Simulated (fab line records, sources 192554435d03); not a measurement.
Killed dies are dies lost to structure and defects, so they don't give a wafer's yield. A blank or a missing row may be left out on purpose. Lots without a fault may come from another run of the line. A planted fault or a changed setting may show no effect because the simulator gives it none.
fab line records | flow n5_finfet
record lots=11 wafers=33 last_day=17
route steps=1938 shown MOL_CONTACT_COAG@528 PASSIVATION@1936
lots that met no fault: from a run of the same line without faults
start_h: hours from the record's first day to the start of the lot's first wafer shown | wait_h: hours since the lot's step before | " the same as in the row above | L1.1+2: a row that stands for several wafers | - no value, or no start given | * or withheld: withheld | < > ~ a bound
route shown NAME@n: a module of which the file shows steps, and the number in the route of the first | usual: mean/standard deviation of fault-free wafers | same: alike in all rows | chamber/n: place in a boat | sites: the reading at each site | _std_site: their standard deviation | _edge_site: outer sites' mean less inner sites' | radius_mm: how far each site lies from the wafer's centre | mask NAME#n: copy n | behind: the tool/chamber that last shaped the wafer | hold: why the lot was held/for how many hours/how that ended | device: the transistor (n, p or np) that didn't switch | end of line: the same wafers' tests at the end of the route | a step without rows: its recipe alone | killed: dies lost to structure and defects at the first sort, not the wafer's yield | map: a wafer's dies, x killed, . not, _ none there
set.NAME: the setting as run; set.NAME@STEP: as run at that earlier step | model.NAME: the simulator's own value behind a step, which no gauge read
steps of the route over a sample of lots; a table a step, a row a wafer
services: from which hour (start_h, from the record's first day; less than 0 if before it) a tool's chamber was out of use, for how many hours, and why
## steps
# step N5_MOL_CONTACT_COAG_INSPECT_10
# recipe mode=adi inspect_instrument=brightfield
# usual raw_defect_count=72/34
# columns lot.wafer tool chamber start_h wait_h raw_defect_count
L458.1 defect_inspect-02 - 100.81 0.1 102
L458.2 " - " " 57
L458.5 " - " " 58
L459.1 defect_inspect-01 - 108.44 0.1 33
L459.2 " - " " 53
L459.3 " - " " 42
L460.2 defect_inspect-01 - 110.32 0.0 31
L460.3 " - " " 33
L460.6 " - " " 37
L461.1 defect_inspect-02 - 116.13 0.1 82
L461.4 " - " " 81
L461.5 " - " " 56
L469.3 defect_inspect-02 - 167.93 0.0 96
L469.4 " - " " 59
L469.5 " - " " 62
L470.1 defect_inspect-02 - 170.92 0.1 41
L470.4 " - " " 91
L470.5 " - " " 34
L472.3 defect_inspect-01 - 182.79 0.0 70
L472.4 " - " " 72
L472.5 " - " " 74
L473.2 defect_inspect-02 - 189.54 0.0 57
L473.3 " - " " 71
L473.6 " - " " 56
L475.1 defect_inspect-02 - 202.00 0.1 38
L475.2 " - " " 50
L475.5 " - " " 48
L477.1 defect_inspect-02 - 212.71 0.1 71
L477.3 " - " " 70
L477.6 " - " " 89
L479.1 defect_inspect-02 - 225.45 0.1 38
L479.4 " - " " 85
L479.6 " - " " 46
# step N5_MOL_CONTACT_COAG_ETCH_105
# recipe chemistry=CF4 target=SiARC target_depth_a=156 mask_material=CAR-EUV time_s=26 ion_energy_ev=80 pressure_mtorr=40 source_w=545 bias_w=36 Ar_flow_sccm=100 cf4_flow_sccm=100 ends=cleared
# usual chamber_pressure_mTorr=40.00/0.037 drypump_motor_current_A=5.7/0.31 etch_rf_on_time_s=26.0/0.57 oes_product_au=0.64/0.056 rf_vpp_V=184.2/1.3 showerhead_plenum_p_Torr=2.15/0.073 throttle_valve_pct=15.68/0.2
# columns lot.wafer tool chamber start_h wait_h chamber_pressure_mTorr drypump_motor_current_A etch_rf_on_time_s oes_product_au rf_hours_counter_h rf_vpp_V showerhead_plenum_p_Torr throttle_valve_pct
L458.1 rie_diel-03 2 100.90 0.0 39.99 6.1 26.2 0.61 195 185.6 2.14 15.55
L458.2 " 1 " " 39.96 5.3 25.2 0.63 162 186.6 2.22 15.59
L458.5 " 2 " " 39.98 6.1 26.0 0.62 - 182.9 2.14 15.55
L459.1 rie_diel-03 2 108.53 0.0 39.92 6.1 26.6 0.62 198 183.5 2.14 15.55
L459.2 " 0 " " 40.02 5.5 25.9 0.68 124 184.2 2.07 15.62
L459.3 " 1 " " 40.03 5.3 25.6 0.62 165 184.1 2.22 15.60
L460.2 rie_diel-03 2 110.41 0.0 40.04 6.1 26.5 0.62 199 182.6 2.14 15.56
L460.3 " 3 " " 40.00 5.9 26.4 0.76 28 187.3 2.27 15.42
L460.6 " 0 " " 39.97 5.6 25.9 0.67 - 182.8 2.07 15.60
L461.1 rie_diel-03 0 116.22 0.0 40.00 5.5 25.7 0.67 128 182.9 2.06 15.61
L461.4 " 3 " " 40.04 5.9 26.5 0.75 31 185.9 2.26 15.42
L461.5 " 2 " " 40.02 6.1 26.5 0.61 - 184.1 2.14 15.55
L469.3 rie_diel-06 1 168.02 0.0 39.98 5.4 26.3 0.63 200 184.5 2.13 15.92
L469.4 " 3 " " 40.02 5.2 25.6 0.64 - 184.0 2.05 15.39
L469.5 " 0 " " 39.97 5.8 25.2 0.64 - 185.8 2.22 15.71
L470.1 rie_diel-03 0 171.01 0.0 40.01 5.6 25.9 0.66 146 182.8 2.06 15.64
L470.4 " 1 " " 39.98 5.3 25.3 0.62 186 186.1 2.21 15.64
L470.5 " 1 " " 40.01 5.3 25.2 0.61 - 185.0 2.21 15.64
L472.3 rie_diel-02 2 182.88 0.0 39.98 5.4 25.8 0.61 226 184.8 2.12 15.66
L472.4 " 3 " " 39.96 5.6 26.0 0.62 211 183.1 2.12 16.10
L472.5 " 1 " " 39.98 5.9 26.3 0.62 - 184.5 2.21 15.89
L473.2 rie_diel-06 3 189.99 0.0 39.98 5.2 26.0 0.62 173 182.1 2.05 15.42
L473.3 " 0 " " 40.02 5.8 25.7 0.63 183 184.1 2.21 15.75
L473.6 " 3 " " 40.07 5.2 25.9 0.64 - 181.9 2.05 15.41
L475.1 rie_diel-06 0 202.09 0.0 40.01 5.8 25.6 0.63 188 186.6 2.21 15.74
L475.2 " 2 " " 39.99 6.3 25.4 0.84 3 186.4 2.29 15.43
L475.5 " 2 " " 40.03 6.2 25.5 0.84 - 186.2 2.29 15.45
L477.1 rie_diel-02 1 212.81 0.0 40.00 5.9 26.0 0.61 225 184.9 2.21 15.91
L477.3 " 2 " " 39.99 5.4 25.3 0.61 237 183.9 2.12 15.70
L477.6 " 1 " " 39.96 5.9 25.9 0.61 - 184.8 2.21 15.92
L479.1 rie_diel-06 3 225.69 0.0 40.03 5.2 26.0 0.61 184 182.5 2.04 15.44
L479.4 " 2 " " 39.92 6.2 25.2 0.81 11 185.3 2.29 15.44
L479.6 " 1 " " 40.01 5.4 26.7 0.61 - 183.1 2.12 15.97
# step N5_MOL_CONTACT_COAG_SIL_ANNEAL_21
# recipe temp_c=550 time_s=60 ambient=N2
# usual lamp_power_pct=6.38/0.17 lamp_zone_1_pct=6.38/0.16 lamp_zone_5_pct=6.39/0.17 wafer_temp_C_max=552.6/0.53
# columns lot.wafer tool chamber start_h wait_h lamp_power_pct lamp_zone_1_pct lamp_zone_5_pct wafer_temp_C_max
L458.1 rtp_anneal-02 0 103.66 0.2 6.52 6.52 6.54 553.6
L458.2 " 0 " " 6.52 6.51 6.52 552.9
L458.5 " 0 " " 6.52 6.51 6.53 552.9
L459.1 rtp_anneal-01 - 110.02 0.3 - - - -
L459.2 " - " " - - - -
L459.3 " - " " - - - -
L460.2 rtp_anneal-01 - 112.51 0.3 - - - -
L460.3 " - " " - - - -
L460.6 " - " " - - - -
L461.1 rtp_anneal-01 0 117.67 0.4 6.17 6.19 6.20 553.1
L461.4 " 0 " " 6.18 6.19 6.20 552.9
L461.5 " 0 " " 6.19 6.19 6.20 552.4
L469.3 rtp_anneal-02 0 170.72 0.3 6.52 6.51 6.54 553.6
L469.4 " 0 " " 6.51 6.52 6.53 553.2
L469.5 " 0 " " 6.52 6.52 6.54 552.3
L470.1 rtp_anneal-01 0 172.63 0.5 6.18 6.18 6.20 553.5
L470.4 " 0 " " 6.19 6.18 6.19 552.2
L470.5 " 0 " " 6.20 6.18 6.20 552.6
L472.3 rtp_anneal-02 0 184.40 0.3 6.52 6.52 6.54 552.2
L472.4 " 0 " " 6.53 6.51 6.54 553.2
L472.5 " 0 " " 6.52 6.52 6.53 552.2
L473.2 rtp_anneal-01 0 191.36 0.2 6.19 6.18 6.19 551.7
L473.3 " 0 " " 6.19 6.19 6.20 552.7
L473.6 " 0 " " 6.19 6.19 6.20 552.8
L475.1 rtp_anneal-01 0 203.47 0.2 6.19 6.18 6.20 552.8
L475.2 " 0 " " 6.18 6.18 6.20 552.3
L475.5 " 0 " " 6.17 6.18 6.19 552.4
L477.1 rtp_anneal-01 0 214.13 0.2 6.18 6.18 6.19 552.4
L477.3 " 0 " " 6.18 6.19 6.20 552.7
L477.6 " 0 " " 6.18 6.19 6.20 552.7
L479.1 rtp_anneal-02 0 227.48 0.3 6.51 6.53 6.53 551.7
L479.4 " 0 " " 6.52 6.53 6.53 551.9
L479.6 " 0 " " 6.52 6.52 6.54 552.8
# step N5_MOL_CONTACT_COAG_PRE_CLEAN_141
# recipe gas=H2/He time_s=60 temp_c=300
# usual heater_power_w=450/48
# columns lot.wafer tool chamber start_h wait_h heater_power_w
L458.1 pvd_sputter-03 - 103.89 0.2 372
L458.2 " - " " 540
L458.5 " - " " 380
L459.1 pvd_sputter-01 - 112.16 2.1 449
L459.2 " - " " 453
L459.3 " - " " 477
L460.2 pvd_sputter-01 - 113.06 0.5 441
L460.3 " - " " 472
L460.6 " - " " 448
L461.1 pvd_sputter-03 - 117.96 0.3 385
L461.4 " - " " 459
L461.5 " - " " 483
L469.3 pvd_sputter-01 - 171.39 0.6 443
L469.4 " - " " 454
L469.5 " - " " 476
L470.1 pvd_sputter-01 - 174.37 1.7 467
L470.4 " - " " 446
L470.5 " - " " 444
L472.3 pvd_sputter-01 - 184.63 0.2 453
L472.4 " - " " 445
L472.5 " - " " 486
L473.2 pvd_sputter-01 - 192.52 1.1 454
L473.3 " - " " 472
L473.6 " - " " 453
L475.1 pvd_sputter-02 - 205.21 1.7 380
L475.2 " - " " 499
L475.5 " - " " 494
L477.1 pvd_sputter-01 - 215.34 1.2 471
L477.3 " - " " 456
L477.6 " - " " 451
L479.1 pvd_sputter-03 - 228.32 0.8 381
L479.4 " - " " 532
L479.6 " - " " 485
# step N5_PASSIVATION_PROBE_49
# usual killed_at_M0_to_M3=34/12 killed_at_M4_up=12/4.9 killed_at_contacts=13/7.2 killed_at_front_end=39/12 killed_at_other=3.7/2.9 killed_dies=101/18 killed_on_rim=13/4 killed_open=67/14 killed_short=33/7.2
# same gross_dies=1180 killed_at_back_side=0
# columns lot.wafer tool chamber start_h wait_h killed_at_M0_to_M3 killed_at_M4_up killed_at_contacts killed_at_front_end killed_at_other killed_dies killed_on_rim killed_open killed_short
L458.1 prober-01 - 277.49 0.0 30 8 9 43 1 91 10 65 26
L458.2 prober-01 - 277.54 0.1 50 12 4 45 3 114 12 61 45
L458.5 prober-01 - 277.69 0.2 43 5 6 33 1 88 12 51 34
L459.1 prober-02 - 298.80 0.0 35 23 20 25 2 105 10 73 32
L459.2 prober-02 - 298.85 0.1 37 18 18 26 1 100 14 69 26
L459.3 prober-02 - 298.90 0.1 49 15 32 27 2 125 15 92 28
L460.2 prober-01 - 299.33 0.1 15 5 17 31 8 76 6 53 23
L460.3 prober-01 - 299.38 0.1 23 16 8 50 9 106 15 72 34
L460.6 prober-01 - 299.53 0.3 11 9 10 38 11 79 8 49 29
L461.1 prober-02 - 309.86 0.0 29 16 14 25 1 85 8 58 27
L461.4 prober-02 - 310.01 0.2 34 9 8 29 1 81 8 53 28
L461.5 prober-02 - 310.06 0.2 41 9 16 30 0 96 16 71 25
L470.1 prober-02 - 362.32 0.0 25 15 15 54 1 110 13 66 44
L470.4 prober-02 - 362.47 0.2 30 11 9 34 1 85 12 46 37
L470.5 prober-02 - 362.52 0.2 14 11 4 43 4 76 5 51 25
L473.2 prober-01 - 363.49 0.1 33 12 8 41 2 96 11 58 33
L473.3 prober-01 - 363.54 0.1 25 11 7 44 1 88 12 47 33
L473.6 prober-01 - 363.69 0.3 52 10 6 50 4 122 24 78 41
L469.3 prober-01 - 364.39 0.1 25 20 9 63 4 121 13 77 43
L469.4 prober-01 - 364.44 0.2 32 21 3 30 2 88 10 60 25
L469.5 prober-01 - 364.49 0.2 44 11 2 37 9 103 9 65 38
L472.3 prober-02 - 367.41 0.1 24 11 25 35 4 99 16 73 26
L472.4 prober-02 - 367.46 0.2 27 10 38 20 1 96 18 66 30
L472.5 prober-02 - 367.51 0.2 28 6 18 29 3 84 9 57 26
L477.1 prober-01 - 398.14 0.1 33 14 21 61 0 129 16 83 45
L477.3 prober-01 - 398.24 0.2 44 7 9 67 1 128 17 84 43
L477.6 prober-01 - 398.39 0.4 31 23 25 63 1 143 15 102 40
L475.1 prober-01 - 399.40 0.0 37 10 2 37 5 91 11 60 30
L475.2 prober-01 - 399.45 0.1 31 25 1 23 4 84 14 44 39
L475.5 prober-01 - 399.60 0.2 27 14 5 39 2 87 16 53 31
L479.1 prober-02 - 412.43 0.0 42 10 26 50 7 135 15 94 38
L479.4 prober-02 - 412.58 0.2 44 3 25 44 3 119 19 71 48
L479.6 prober-02 - 412.68 0.3 35 6 25 23 4 93 6 65 28
# killed by level:class
L458.1 BEOL_M0_SAQP:geometric_particle:open=12 FIN_SAQP:geometric_particle:open=9 STI_FIN_REVEAL:geometric_particle:open=8 MOL_CONTACT_COAG:geometric_particle:open=8 BEOL_M2:geometric_particle:open=8 STARTING-WAFER:geometric_particle:short=6 FIN_SAQP:geometric_particle:short=5 GATE_CUT:geometric_particle:open=4
L458.2 FIN_SAQP:geometric_particle:short=15 BEOL_M2:geometric_particle:open=11 BEOL_M3:geometric_particle:open=10 BEOL_M0_SAQP:geometric_particle:open=8 GATE_CUT:geometric_particle:short=7 BEOL_M0_SAQP:geometric_particle:short=6 BEOL_M4:geometric_particle:open=6 HKMG_FIN:area_etch=6
L458.5 BEOL_M2:geometric_particle:open=14 BEOL_M0_SAQP:geometric_particle:short=7 BEOL_M1:geometric_particle:open=7 FIN_SAQP:geometric_particle:short=6 STI_FIN_REVEAL:geometric_particle:open=5 MOL_CONTACT_COAG:geometric_particle:open=5 STARTING-WAFER:geometric_particle:open=5 GATE_CUT:geometric_particle:short=4
L459.1 MOL_CONTACT_COAG:geometric_particle:open=17 BEOL_M4:geometric_particle:open=11 BEOL_M2:geometric_particle:open=10 BEOL_M3:geometric_particle:open=9 BEOL_M0_SAQP:geometric_particle:short=7 GATE_CUT:geometric_particle:short=6 BEOL_M0_SAQP:geometric_particle:open=5 STI_FIN_REVEAL:geometric_particle:open=3
L459.2 MOL_CONTACT_COAG:geometric_particle:open=15 BEOL_M3:geometric_particle:open=9 BEOL_M0_SAQP:geometric_particle:open=8 BEOL_M0_SAQP:geometric_particle:short=7 GATE_CUT:geometric_particle:short=6 BEOL_M4:geometric_particle:open=6 STI_FIN_REVEAL:geometric_particle:open=4 GATE_CUT:geometric_particle:open=4
L459.3 MOL_CONTACT_COAG:geometric_particle:open=27 BEOL_M0_SAQP:geometric_particle:open=12 BEOL_M3:geometric_particle:open=12 STI_FIN_REVEAL:geometric_particle:open=10 BEOL_M2:geometric_particle:open=9 BEOL_M1:geometric_particle:open=6 STARTING-WAFER:geometric_particle:short=5 MOL_CONTACT_COAG:geometric_particle:short=4
L460.2 MOL_CONTACT_COAG:geometric_particle:open=12 FIN_SAQP:geometric_particle:open=8 BEOL_M2:geometric_particle:open=6 MOL_CONTACT_COAG:geometric_particle:short=5 STI_FIN_REVEAL:geometric_particle:open=4 GATE_CUT:geometric_particle:short=4 FIN_SAQP:geometric_particle:short=3 ILD0:geometric_particle:open=3
L460.3 FIN_SAQP:geometric_particle:open=13 STI_FIN_REVEAL:geometric_particle:open=12 FIN_SAQP:geometric_particle:short=11 MOL_CONTACT_COAG:geometric_particle:open=8 BEOL_M1:geometric_particle:open=6 PASS1_CAP:geometric_particle:open=6 ILD0:geometric_particle:open=5 BEOL_M0_SAQP:geometric_particle:open=5
L460.6 FIN_SAQP:geometric_particle:open=11 MOL_CONTACT_COAG:geometric_particle:open=10 STI_FIN_REVEAL:geometric_particle:open=7 PASS1_CAP:geometric_particle:short=7 FIN_SAQP:geometric_particle:short=4 GATE_CUT:geometric_particle:short=3 BEOL_M0_SAQP:geometric_particle:short=3 PASS1_CAP:geometric_particle:open=3
L461.1 MOL_CONTACT_COAG:geometric_particle:open=13 BEOL_M0_SAQP:geometric_particle:short=9 BEOL_M4:geometric_particle:open=8 BEOL_M0_SAQP:geometric_particle:open=5 STARTING-WAFER:geometric_particle:open=5 FIN_SAQP:geometric_particle:open=4 BEOL_M1:geometric_particle:open=4 STI_FIN_REVEAL:geometric_particle:open=3
L461.4 BEOL_M0_SAQP:geometric_particle:open=16 BEOL_M0_SAQP:geometric_particle:short=8 MOL_CONTACT_COAG:geometric_particle:open=7 GATE_CUT:geometric_particle:short=6 GATE_CUT:geometric_particle:open=6 DUMMY_GATE:geometric_particle:open=5 STI_FIN_REVEAL:geometric_particle:open=4 FIN_SAQP:geometric_particle:short=2
L461.5 BEOL_M2:geometric_particle:open=13 MOL_CONTACT_COAG:geometric_particle:open=13 BEOL_M0_SAQP:geometric_particle:open=13 FIN_SAQP:geometric_particle:open=12 BEOL_M0_SAQP:geometric_particle:short=6 GATE_CUT:geometric_particle:short=5 STI_FIN_REVEAL:geometric_particle:open=4 DUMMY_GATE:geometric_particle:open=4
L470.1 FIN_SAQP:geometric_particle:open=13 FIN_SAQP:geometric_particle:short=12 STI_FIN_REVEAL:geometric_particle:open=9 MOL_CONTACT_COAG:geometric_particle:open=9 BEOL_M4:geometric_particle:open=7 MOL_CONTACT_COAG:geometric_particle:short=6 BEOL_M0_SAQP:geometric_particle:short=6 BEOL_M0_SAQP:geometric_particle:open=6
L470.4 BEOL_M0_SAQP:geometric_particle:short=13 FIN_SAQP:geometric_particle:open=7 MOL_CONTACT_COAG:geometric_particle:open=7 FIN_SAQP:geometric_particle:short=6 BEOL_M0_SAQP:geometric_particle:open=5 STI_FIN_REVEAL:geometric_particle:open=4 BEOL_M2:geometric_particle:open=4 BEOL_M4:geometric_particle:open=4
L470.5 FIN_SAQP:geometric_particle:open=18 FIN_SAQP:geometric_particle:short=8 BEOL_M3:geometric_particle:open=7 GATE_CUT:geometric_particle:short=4 BEOL_M10:geometric_particle:open=4 STI_FIN_REVEAL:geometric_particle:open=3 MOL_CONTACT_COAG:geometric_particle:open=3 SPACER0:geometric_particle:short=2
L473.2 BEOL_M0_SAQP:geometric_particle:short=8 FIN_SAQP:geometric_particle:open=7 STI_FIN_REVEAL:geometric_particle:open=7 BEOL_M2:geometric_particle:open=7 BEOL_M0_SAQP:geometric_particle:open=6 BEOL_M1:geometric_particle:open=5 BEOL_M4:geometric_particle:open=5 MOL_CONTACT_COAG:geometric_particle:short=4
L473.3 STI_FIN_REVEAL:geometric_particle:open=11 FIN_SAQP:geometric_particle:open=9 FIN_SAQP:geometric_particle:short=8 BEOL_M0_SAQP:geometric_particle:short=7 MOL_CONTACT_COAG:geometric_particle:open=6 BEOL_M0_SAQP:geometric_particle:open=6 BEOL_M1:geometric_particle:short=4 STI_FIN_REVEAL:geometric_particle:short=3
L473.6 STI_FIN_REVEAL:geometric_particle:open=21 BEOL_M0_SAQP:geometric_particle:short=12 BEOL_M3:geometric_particle:open=12 BEOL_M0_SAQP:geometric_particle:open=10 BEOL_M1:geometric_particle:open=9 STI_FIN_REVEAL:geometric_particle:short=7 GATE_CUT:geometric_particle:short=7 GATE_CUT:geometric_particle:open=5
L469.3 FIN_SAQP:geometric_particle:open=12 FIN_SAQP:geometric_particle:short=10 STI_FIN_REVEAL:geometric_particle:open=9 BEOL_M4:geometric_particle:open=8 BEOL_M2:geometric_particle:open=8 MOL_CONTACT_COAG:geometric_particle:open=7 BEOL_M5:geometric_particle:open=7 GATE_CUT:geometric_particle:open=6
L469.4 BEOL_M2:geometric_particle:open=10 BEOL_M3:geometric_particle:open=8 BEOL_M5:geometric_particle:open=7 BEOL_M4:geometric_particle:open=6 FIN_SAQP:geometric_particle:short=4 FIN_SAQP:geometric_particle:open=4 STI_FIN_REVEAL:geometric_particle:open=4 BEOL_M0_SAQP:geometric_particle:short=4
L469.5 BEOL_M3:geometric_particle:open=13 STI_FIN_REVEAL:geometric_particle:open=11 BEOL_M0_SAQP:geometric_particle:short=10 BEOL_M0_SAQP:geometric_particle:open=7 FIN_SAQP:geometric_particle:short=5 STI_FIN_REVEAL:geometric_particle:short=5 BEOL_M2:geometric_particle:open=5 PASS1_CAP:geometric_particle:open=5
L472.3 MOL_CONTACT_COAG:geometric_particle:open=19 FIN_SAQP:geometric_particle:open=16 BEOL_M3:geometric_particle:open=7 BEOL_M4:geometric_particle:open=7 MOL_CONTACT_COAG:geometric_particle:short=6 BEOL_M0_SAQP:geometric_particle:short=6 FIN_SAQP:geometric_particle:short=5 DUMMY_GATE:geometric_particle:open=5
L472.4 MOL_CONTACT_COAG:geometric_particle:open=33 BEOL_M2:geometric_particle:open=8 MOL_CONTACT_COAG:geometric_particle:short=5 BEOL_M2:geometric_particle:short=4 BEOL_M3:geometric_particle:open=4 STI_FIN_REVEAL:geometric_particle:open=3 BEOL_M0_SAQP:geometric_particle:open=3 BEOL_M3:geometric_particle:short=3
L472.5 MOL_CONTACT_COAG:geometric_particle:open=13 BEOL_M0_SAQP:geometric_particle:short=11 BEOL_M0_SAQP:geometric_particle:open=10 FIN_SAQP:geometric_particle:open=6 STARTING-WAFER:geometric_particle:open=6 STI_FIN_REVEAL:geometric_particle:open=5 MOL_CONTACT_COAG:geometric_particle:short=5 SPACER0:geometric_particle:short=4
L477.1 FIN_SAQP:geometric_particle:short=15 MOL_CONTACT_COAG:geometric_particle:open=14 STI_FIN_REVEAL:geometric_particle:open=13 FIN_SAQP:geometric_particle:open=10 BEOL_M1:geometric_particle:open=8 MOL_CONTACT_COAG:geometric_particle:short=7 BEOL_M3:geometric_particle:open=7 BEOL_M4:geometric_particle:open=7
L477.3 FIN_SAQP:geometric_particle:short=17 FIN_SAQP:geometric_particle:open=17 BEOL_M1:geometric_particle:open=16 BEOL_M0_SAQP:geometric_particle:open=9 MOL_CONTACT_COAG:geometric_particle:open=8 BEOL_M2:geometric_particle:open=6 DUMMY_GATE:geometric_particle:open=5 GATE_CUT:geometric_particle:short=5
L477.6 MOL_CONTACT_COAG:geometric_particle:open=23 FIN_SAQP:geometric_particle:short=16 STI_FIN_REVEAL:geometric_particle:open=16 FIN_SAQP:geometric_particle:open=12 BEOL_M2:geometric_particle:open=8 BEOL_M4:geometric_particle:open=8 STARTING-WAFER:geometric_particle:open=6 BEOL_M0_SAQP:geometric_particle:open=5
L475.1 BEOL_M3:geometric_particle:open=9 DUMMY_GATE:geometric_particle:open=8 BEOL_M1:geometric_particle:open=7 BEOL_M2:geometric_particle:open=7 FIN_SAQP:geometric_particle:short=6 BEOL_M0:geometric_particle:open=6 STARTING-WAFER:geometric_particle:short=5 FIN_SAQP:geometric_particle:open=3
L475.2 BEOL_M0_SAQP:geometric_particle:short=9 BEOL_M0_SAQP:geometric_particle:open=7 BEOL_M5:geometric_particle:open=6 DUMMY_GATE:geometric_particle:open=5 BEOL_M3:geometric_particle:open=4 BEOL_M4:geometric_particle:open=4 STARTING-WAFER:geometric_particle:short=4 FIN_SAQP:geometric_particle:short=3
L475.5 BEOL_M2:geometric_particle:open=10 FIN_SAQP:geometric_particle:short=9 STARTING-WAFER:geometric_particle:short=6 MOL_CONTACT_COAG:geometric_particle:open=5 BEOL_M0_SAQP:geometric_particle:short=5 DUMMY_GATE:geometric_particle:open=4 BEOL_M0:geometric_particle:open=4 BEOL_M3:geometric_particle:open=4
L479.1 MOL_CONTACT_COAG:geometric_particle:open=21 STI_FIN_REVEAL:geometric_particle:open=18 BEOL_M3:geometric_particle:open=17 FIN_SAQP:geometric_particle:short=11 FIN_SAQP:geometric_particle:open=8 BEOL_M0_SAQP:geometric_particle:open=8 BEOL_M0_SAQP:geometric_particle:short=7 MOL_CONTACT_COAG:geometric_particle:short=5
L479.4 MOL_CONTACT_COAG:geometric_particle:open=19 FIN_SAQP:geometric_particle:short=13 BEOL_M0_SAQP:geometric_particle:open=13 BEOL_M0_SAQP:geometric_particle:short=12 STI_FIN_REVEAL:geometric_particle:open=8 BEOL_M1:geometric_particle:open=7 MOL_CONTACT_COAG:geometric_particle:short=6 STARTING-WAFER:geometric_particle:short=6
L479.6 MOL_CONTACT_COAG:geometric_particle:open=22 BEOL_M1:geometric_particle:open=11 BEOL_M0_SAQP:geometric_particle:open=10 BEOL_M1:geometric_particle:short=5 BEOL_M0_SAQP:geometric_particle:short=4 STARTING-WAFER:geometric_particle:short=4 FIN_SAQP:geometric_particle:short=3 DUMMY_GATE:geometric_particle:open=3
## services
# columns tool chamber start_h hours kind
pvd_sputter-02 - 88.10 1.0 repair
rie_diel-06 3 119.33 22.6 repair
rie_diel-02 1 146.47 3.9 repair
pvd_sputter-01 - 151.43 3.4 repair
rie_diel-06 2 165.55 - clean
rie_diel-06 2 165.55 - consumable_replace:focus_ring
rie_diel-06 2 165.55 - consumable_replace:showerhead
rie_diel-06 2 165.55 25.6 scheduled_down
rie_diel-06 2 165.55 25.6 vent_cycle
rie_diel-02 3 185.18 6.4 repair
rie_diel-03 3 225.89 3.9 repair
## key
first_sign step=N5_MOL_CONTACT_COAG_SIL_ANNEAL_21 reading=tool_record direction=missing
effect none on later readings
met_at N5_MOL_CONTACT_COAG_SIL_ANNEAL_21
struck_lots L459,L460
tester_left_out L459,L460
not_acting_at N5_MOL_CONTACT_COAG_INSPECT_10,N5_MOL_CONTACT_COAG_ETCH_105,N5_MOL_CONTACT_COAG_PRE_CLEAN_141
fault kind=skipped_step_whole tool=rtp_anneal-01 chamber=- onset_h=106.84 steps=N5_MOL_CONTACT_COAG_SIL_ANNEAL_21 scope=struck_lots_only
# tester_left_out: of these lots the tester's yield and bins aren't shown, on N5 and GAA mostly nor the transistor test; their killed dies are dies lost to structure and defects alone, not to doping, threshold or leakage, so they don't give the yield
